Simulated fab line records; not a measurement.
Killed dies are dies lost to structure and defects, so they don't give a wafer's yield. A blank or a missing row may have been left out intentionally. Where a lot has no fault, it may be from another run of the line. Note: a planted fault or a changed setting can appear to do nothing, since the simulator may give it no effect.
Split-lot study || flow n5_finfet || 7 lots, 21 wafers read, on a route of 1938 steps

## THE SPLIT
At N5_HKMG_FIN_COAT_43 (resist thk 90 nm), the setting spin_rpm was moved away from the recipe's 1500 rpm on 8 of the 21 wafers read, by -11.1% to +9.2%. For the rest of the wafers, this setting stayed at what the recipe calls for.

Between the split and the reading, the file records no step.

## THE READING
CAR-ArF_of_HKMG_FIN_COAT_43.thk_nm (the simulator's own value, which no gauge read), in nm, at N5_HKMG_FIN_ETCH_54 (etches SiARC in CF4, target depth 45.5 nm, time 75.8 s). The file does not state a usual value for it. Average 50.9 nm, standard deviation 0.32 nm, over the 13 wafers here run with the recipe.

{"wafer": "L074.1", "tool, chamber at the split": "litho_track-02, 0", "spin_rpm as run, rpm": 1581, "against the recipe": "+5.4%", "CAR-ArF_of_HKMG_FIN_COAT_43.thk_nm, nm": 48.8, "against lot-mates on the recipe": -2.4}
{"wafer": "L074.6", "tool, chamber at the split": "litho_track-02, 0", "spin_rpm as run, rpm": 1581, "against the recipe": "+5.4%", "CAR-ArF_of_HKMG_FIN_COAT_43.thk_nm, nm": 48.8, "against lot-mates on the recipe": -2.4}
{"wafer": "L074.5", "tool, chamber at the split": "litho_track-02, 0", "spin_rpm as run, rpm": 1500, "against the recipe": "recipe", "CAR-ArF_of_HKMG_FIN_COAT_43.thk_nm, nm": 51.2, "against lot-mates on the recipe": "-"}
{"wafer": "L075.1", "tool, chamber at the split": "litho_track-03, 0", "spin_rpm as run, rpm": 1500, "against the recipe": "recipe", "CAR-ArF_of_HKMG_FIN_COAT_43.thk_nm, nm": 50.4, "against lot-mates on the recipe": "-"}
{"wafer": "L075.4", "tool, chamber at the split": "litho_track-03, 0", "spin_rpm as run, rpm": 1500, "against the recipe": "recipe", "CAR-ArF_of_HKMG_FIN_COAT_43.thk_nm, nm": 50.4, "against lot-mates on the recipe": "-"}
{"wafer": "L075.5", "tool, chamber at the split": "litho_track-03, 0", "spin_rpm as run, rpm": 1500, "against the recipe": "recipe", "CAR-ArF_of_HKMG_FIN_COAT_43.thk_nm, nm": 50.6, "against lot-mates on the recipe": "-"}
{"wafer": "L080.3", "tool, chamber at the split": "litho_track-02, 0", "spin_rpm as run, rpm": 1500, "against the recipe": "recipe", "CAR-ArF_of_HKMG_FIN_COAT_43.thk_nm, nm": 50.8, "against lot-mates on the recipe": "-"}
{"wafer": "L080.4", "tool, chamber at the split": "litho_track-02, 0", "spin_rpm as run, rpm": 1638, "against the recipe": "+9.2%", "CAR-ArF_of_HKMG_FIN_COAT_43.thk_nm, nm": 47, "against lot-mates on the recipe": -3.8}
{"wafer": "L080.6", "tool, chamber at the split": "litho_track-02, 0", "spin_rpm as run, rpm": 1638, "against the recipe": "+9.2%", "CAR-ArF_of_HKMG_FIN_COAT_43.thk_nm, nm": 46.8, "against lot-mates on the recipe": -4.0}
{"wafer": "L085.2", "tool, chamber at the split": "litho_track-01, 0", "spin_rpm as run, rpm": 1401, "against the recipe": "-6.6%", "CAR-ArF_of_HKMG_FIN_COAT_43.thk_nm, nm": 53.8, "against lot-mates on the recipe": "+3.2"}
{"wafer": "L085.3", "tool, chamber at the split": "litho_track-01, 0", "spin_rpm as run, rpm": 1401, "against the recipe": "-6.6%", "CAR-ArF_of_HKMG_FIN_COAT_43.thk_nm, nm": 53.8, "against lot-mates on the recipe": "+3.2"}
{"wafer": "L085.6", "tool, chamber at the split": "litho_track-01, 0", "spin_rpm as run, rpm": 1500, "against the recipe": "recipe", "CAR-ArF_of_HKMG_FIN_COAT_43.thk_nm, nm": 50.6, "against lot-mates on the recipe": "-"}
{"wafer": "L086.1", "tool, chamber at the split": "litho_track-03, 0", "spin_rpm as run, rpm": 1334, "against the recipe": "-11.1%", "CAR-ArF_of_HKMG_FIN_COAT_43.thk_nm, nm": 56.2, "against lot-mates on the recipe": "+5.5"}
{"wafer": "L086.2", "tool, chamber at the split": "litho_track-03, 0", "spin_rpm as run, rpm": 1500, "against the recipe": "recipe", "CAR-ArF_of_HKMG_FIN_COAT_43.thk_nm, nm": 50.8, "against lot-mates on the recipe": "-"}
{"wafer": "L086.4", "tool, chamber at the split": "litho_track-03, 0", "spin_rpm as run, rpm": 1500, "against the recipe": "recipe", "CAR-ArF_of_HKMG_FIN_COAT_43.thk_nm, nm": 50.6, "against lot-mates on the recipe": "-"}
{"wafer": "L088.2", "tool, chamber at the split": "litho_track-02, 0", "spin_rpm as run, rpm": 1500, "against the recipe": "recipe", "CAR-ArF_of_HKMG_FIN_COAT_43.thk_nm, nm": 51.2, "against lot-mates on the recipe": "-"}
{"wafer": "L088.4", "tool, chamber at the split": "litho_track-02, 0", "spin_rpm as run, rpm": 1500, "against the recipe": "recipe", "CAR-ArF_of_HKMG_FIN_COAT_43.thk_nm, nm": 51.2, "against lot-mates on the recipe": "-"}
{"wafer": "L088.5", "tool, chamber at the split": "litho_track-02, 0", "spin_rpm as run, rpm": 1500, "against the recipe": "recipe", "CAR-ArF_of_HKMG_FIN_COAT_43.thk_nm, nm": 51.4, "against lot-mates on the recipe": "-"}
{"wafer": "L092.3", "tool, chamber at the split": "litho_track-01, 0", "spin_rpm as run, rpm": 1631, "against the recipe": "+8.7%", "CAR-ArF_of_HKMG_FIN_COAT_43.thk_nm, nm": 47.4, "against lot-mates on the recipe": -3.6}
{"wafer": "L092.4", "tool, chamber at the split": "litho_track-01, 0", "spin_rpm as run, rpm": 1500, "against the recipe": "recipe", "CAR-ArF_of_HKMG_FIN_COAT_43.thk_nm, nm": 51, "against lot-mates on the recipe": "-"}
{"wafer": "L092.6", "tool, chamber at the split": "litho_track-01, 0", "spin_rpm as run, rpm": 1500, "against the recipe": "recipe", "CAR-ArF_of_HKMG_FIN_COAT_43.thk_nm, nm": 51, "against lot-mates on the recipe": "-"}

FIT RESULTS
A straight line over all 21 wafers: CAR-ArF_of_HKMG_FIN_COAT_43.thk_nm changes by -0.437 nm for each +1% of spin_rpm; r = -0.99; the points scatter about the line by 0.3 nm.
The same after taking each lot's own level away (the mean of its wafers on the recipe; 21 wafers): -0.455 nm for each +1%; r = -1.00; scatter 0.17 nm.
On that fit, the largest move of spin_rpm shifts the reading by 5 nm.
The lots' own levels span 50.47 to 51.27 nm, that is 2.5 times the standard deviation above.
So the lot-to-lot level changes the slope little: the two slopes agree.
Check: for one of the wafers moved furthest among these (-11.1%), held out of the fit, the line's prediction against its lot-mates is +4.95 nm. It came out at +5.5 nm against them.

## THESE WAFERS: OTHER SPLITS
Other splits were also applied to these wafers ahead of the reading. Each is held against what the fit with the lots' levels taken away leaves over:
{"other split on the same wafers": "N5_WELL_APT_COAT_02 spin_rpm", "wafers away from the commonest value": 7, "r with CAR-ArF_of_HKMG_FIN_COAT_43.thk_nm (lot level and that fit taken away)": -0.03}
{"other split on the same wafers": "N5_WELL_APT_COAT_19 spin_rpm", "wafers away from the commonest value": 7, "r with CAR-ArF_of_HKMG_FIN_COAT_43.thk_nm (lot level and that fit taken away)": -0.10}
{"other split on the same wafers": "N5_WELL_APT_EXPOSE_22 dose_mj", "wafers away from the commonest value": 5, "r with CAR-ArF_of_HKMG_FIN_COAT_43.thk_nm (lot level and that fit taken away)": "+0.10"}
{"other split on the same wafers": "N5_DUMMY_GATE_COAT_35 spin_rpm", "wafers away from the commonest value": 10, "r with CAR-ArF_of_HKMG_FIN_COAT_43.thk_nm (lot level and that fit taken away)": "+0.10"}
{"other split on the same wafers": "N5_SD_EPI_N_EPI_21 time_s", "wafers away from the commonest value": 7, "r with CAR-ArF_of_HKMG_FIN_COAT_43.thk_nm (lot level and that fit taken away)": "+0.21"}
{"other split on the same wafers": "N5_SD_EPI_P_COAT_35 spin_rpm", "wafers away from the commonest value": 4, "r with CAR-ArF_of_HKMG_FIN_COAT_43.thk_nm (lot level and that fit taken away)": -0.06}
{"other split on the same wafers": "N5_SDB_STRIP_22 power_w", "wafers away from the commonest value": 10, "r with CAR-ArF_of_HKMG_FIN_COAT_43.thk_nm (lot level and that fit taken away)": -0.26}

## THE WHOLE CHAIN: every reading that the file lists as answering this split, in the file's order
{"step": "N5_HKMG_FIN_COAT_43", "what it does": "resist thk 90 nm", "reading": "CAR-ArF_of_HKMG_FIN_COAT_43.thk_nm (the simulator's own value, which no gauge read)", "change (the file's fit)": "-0.448 nm for each +1% of the setting", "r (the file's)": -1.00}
{"step": "N5_HKMG_FIN_ETCH_54", "what it does": "etches SiARC in CF4, target depth 45.5 nm, time 75.8 s", "reading": "CAR-ArF_of_HKMG_FIN_COAT_43.thk_nm (the simulator's own value, which no gauge read)", "change (the file's fit)": "-0.456 nm for each +1% of the setting", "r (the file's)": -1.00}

## FILE'S OWN FIT
CAR-ArF_of_HKMG_FIN_COAT_43.thk_nm changes by -0.456 nm for each +1% of spin_rpm, r = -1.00.
